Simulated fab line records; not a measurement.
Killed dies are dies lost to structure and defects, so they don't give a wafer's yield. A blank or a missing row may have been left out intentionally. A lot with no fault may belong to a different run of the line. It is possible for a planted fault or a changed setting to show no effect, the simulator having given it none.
Struck lot and sound lot, side by side | flow n5Finfet | 15 out of 1938 route steps
Sound: these wafers, L647.2, L647.3, L647.6. Struck: wafers L651.2, L651.5, L651.6. Last of all comes the cause.
For every step that has rows: the tool of each side, followed by ch and its chambers, followed by its first start. Under that, the readings that differ: sound wafers | struck wafers | difference of the means | sigmas: that difference in standard deviations of wafers without a fault.
alike: same words and numbers on both sides, and readings whose means sit less than 2 such deviations apart. not compared: any withheld reading, any reading some wafer has no value for, any bound like >300 that may hide the same value, and any number with overlapping values for which the record gives no deviation.
A row with sigmas, a row that says differs or no value, or rows on one side alone: a step with any of these is where the two part. Numbers that have no deviation but don't overlap get no sigmas and don't part them. Lack of a reading on every wafer of one side parts them only where that side has two or more wafers.

N5_MOL_CONTACT_COAG_ANNEAL_112: time 1800 s.
  sound on hpAnneal-01 ch 0, day 6 01:19; struck on hpAnneal-01 ch 0, day 7 04:25
  alike: wafer_temp_C_max, zonePowerCentrePct, zonePowerTopPct
N5_MOL_CONTACT_COAG_INSPECT_97: inspects for defects (darkfield).
  sound on defectInspect-02, day 6 04:22; struck on defectInspect-02, day 7 07:27
  alike: rawDefectCount
N5_BEOL_M0_SAQP_PECVD_00: deposits SiCN from 3MS/NH3, target thk 8 nm, time 14 s.
  sound on pecvd-02 ch 1,2, day 6 04:41; struck on pecvd-01 ch 0,2, day 7 07:46
  alike: showerheadPlenumPTorr, throttleValvePct
N5_BEOL_M0_SAQP_ILD_DEP_01: deposits SiOC from DEMS/O2, target thk 45.419 nm, time 8.7 s.
  sound on pecvd-02 ch 1,2, day 6 04:42; struck on pecvd-01 ch 0,2, day 7 07:47
  alike: heaterPowerW, showerheadPlenumPTorr, throttleValvePct
N5_BEOL_M0_SAQP_HM_DEP_02: deposits TiN, target thk 12 nm.
  sound on pvdSputter-03, day 6 05:29; struck on pvdSputter-02, day 7 07:50
  alike: throttleValvePct
then, 3 steps without rows for these wafers: N5_BEOL_M0_SAQP_PECVD_03 (deposits SiCN from 3MS/NH3, target thk 12 nm, time 21.1 s); N5_BEOL_M0_SAQP_PECVD_96 (deposits a-Si from SiH4/He, target thk 45 nm, time 45.2 s); N5_BEOL_M0_SAQP_PECVD_97 (deposits SiNx from SiH4/NH3/N2, target thk 23 nm, time 19.9 s).
N5_BEOL_M0_SAQP_PECVD_04: deposits a-Si from SiH4/He, target thk 60 nm, time 60.2 s.
  sound on pecvd-01 ch 0,2, day 6 05:44; struck on pecvd-02 ch 1,2, day 7 08:05
  alike: heaterPowerW, showerheadPlenumPTorr, throttleValvePct
N5_BEOL_M0_SAQP_THK_MEAS_05:
  sound on filmMetro-02, day 6 05:50; struck on filmMetro-02, day 7 08:10
reading    | sound          | struck         | difference | sigmas
thkNm (nm) | 58.6 57.9 59.5 | 60.3 60.4 61.6 | +2.1       | +2
then, 1 step without rows for these wafers: N5_BEOL_M0_SAQP_HM_DEP_111 (deposits SiO2 from SiH4/N2O, target thk 12 nm, time 7.2 s).
N5_BEOL_M0_SAQP_COAT_81: time 60 s, resist thk 100 nm.
  sound on lithoTrack-02 ch 0, day 6 05:57; struck on lithoTrack-02 ch 0, day 7 08:17
reading               | sound                | struck               | difference | sigmas
heaterPowerTotalW (W) | 498.8 499.4 497.4    | 511.0 510.6 510.3    | +12.1      | +7
plateTempC (C)        | 249.88 250.04 249.80 | 253.73 253.78 253.58 | +3.79      | +22
then, 1 step without rows for these wafers: N5_BEOL_M0_SAQP_COAT_82 (time 60 s, resist thk 30 nm).
-- record jumps: 5 days separate the struck wafers' starts on either side; left off in module BEOL_M0_SAQP, taken up again in module BEOL_M4, whose first shown step is the route's number 1111 --
N5_BEOL_M4_RC_MEAS_101:
  sound on prober-02 ch 0, day 10 23:17; struck on prober-02 ch 0, day 12 06:08
  alike: DIBL_N, DIBL_P, IOFF_N, IOFF_P, ION_N, ION_P, SS_N, SS_P, VT_N, VT_P
-- record jumps: 4 days separate the struck wafers' starts on either side; left off in module BEOL_M4, taken up again in module PASSIVATION, whose first shown step is the route's number 1936 --
N5_PASSIVATION_PROBE_49:
  only the struck wafers here have rows in the record (prober-02, day 16 16:08); the sound ones have none

## WHERE THEY PART
Last at N5_PASSIVATION_PROBE_49 as far as this record goes, first at N5_BEOL_M0_SAQP_THK_MEAS_05.

WHY: whatever the simulator had introduced
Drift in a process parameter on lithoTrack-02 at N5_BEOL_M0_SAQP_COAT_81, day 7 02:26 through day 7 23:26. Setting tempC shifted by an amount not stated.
